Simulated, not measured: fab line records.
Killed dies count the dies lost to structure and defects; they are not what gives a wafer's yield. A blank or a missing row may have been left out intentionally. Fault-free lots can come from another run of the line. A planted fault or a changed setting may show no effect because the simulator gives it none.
Problem report in the 8D (eight disciplines) form, filled by code ; flow n5_finfet ; the parts of the form that need people (team, actions taken, sign-off) are left out

1. THE PROBLEM
At N5_PASSIVATION_PECVD_53, run_length_s averages 207.3 s over 3 wafers from 2 lots, while fault-free wafers read 197.6 s, standard deviation 0.58. That puts it +17 standard deviations away from the usual mean.
The step: deposits SiO2 from TEOS/O2, target thk 800 nm, time 169.4 s.
First observed at day 15 17:58: wafer L551.1, on pecvd-03. At this step, 27 wafers from 9 lots have a number in the record. By rule, "out" or "out of limits" means more than 4 standard deviations away from the usual mean. The rest of the wafers with a number are treated as sound.

2. WHAT IT IS AND WHAT IT IS NOT
question;is;is not
which readings at this step;run_length_s;-
which lots;L551, L555;L543, L546, L547, L557, L561, L562, L564
which wafers of those lots;L551.1, L555.2, L555.5;L551.4, L551.6, L555.4
read on which tools;pecvd-03;pecvd-01, pecvd-02
when;from day 15 17:58;"up to then (11 sound wafers); but 13 sound wafers of L555, L557, L561, L562, L564 came after"

3. THE SUSPECTS, EACH WITH WHAT RULES IT OUT
Counting: if a tool at a process step up to the reading ran every lot that is out, it stays a suspect. Sound lots after the first of them don't rule it out here, since some wafers of a struck lot are sound.
- pecvd-03 at N5_PASSIVATION_PECVD_53 (deposits SiO2 from TEOS/O2, target thk 800 nm, time 169.4 s): kept. Every lot that is out went through it, the first being L551 (day 15 17:58); the last sound lot it ran before that was L546 (day 14 10:59). Its own readings are out on those wafers: run_length_s.
After counting, what remains is pecvd-03 at N5_PASSIVATION_PECVD_53.

4. THE CAUSE (what the simulator had put in)
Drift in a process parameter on pecvd-03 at N5_PASSIVATION_PECVD_53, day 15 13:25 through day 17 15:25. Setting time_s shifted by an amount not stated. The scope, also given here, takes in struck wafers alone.
This tool alone remained once counting was done.

5. THE EFFECT CHAIN, in route order
Each row: a reading whose mean over the struck wafers that have a number lies more than 3 standard deviations from the usual. Readings are gone through only where the record gives a usual standard deviation; hours: the median, over the lots, of the time from a lot's start at the first step in this table giving one to that lot's start at this step; sigmas: the change measured in usual standard deviations.
hours;step;reading;usual;on struck wafers;change;sigmas
0;N5_PASSIVATION_PECVD_53;run_length_s;197.6 s;207.3;+9.7;+17
4;N5_PASSIVATION_PROBE_49;defect_limited_yield;91.0 %;85.6;-5.4;-3.9
4;N5_PASSIVATION_PROBE_49;killed_at_other;4;55;+51;+16
4;N5_PASSIVATION_PROBE_49;killed_dies;106;170;+64;+3.8
4;N5_PASSIVATION_PROBE_49;sort_bin_5_function;5.2 %;10.1;+4.9;+5.1
4;N5_PASSIVATION_PROBE_49;sort_n_pass;1074;1010;-64;-3.8
4;N5_PASSIVATION_PROBE_49;sort_yield_pct;91.0 %;85.6;-5.4;-3.9
The process steps in it:
- N5_PASSIVATION_PECVD_53: deposits SiO2 from TEOS/O2, target thk 800 nm, time 169.4 s.
- N5_PASSIVATION_PROBE_49
Later steps that measure or inspect, where all struck wafers having a row at the step show a number for every such reading and not one has moved that far: N5_PASSIVATION_INSPECT_67.

6. WHAT WOULD HAVE CAUGHT IT SOONER
First out-of-limits reading in this record: day 15 17:58, which is 5 hours after fault onset at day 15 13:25.
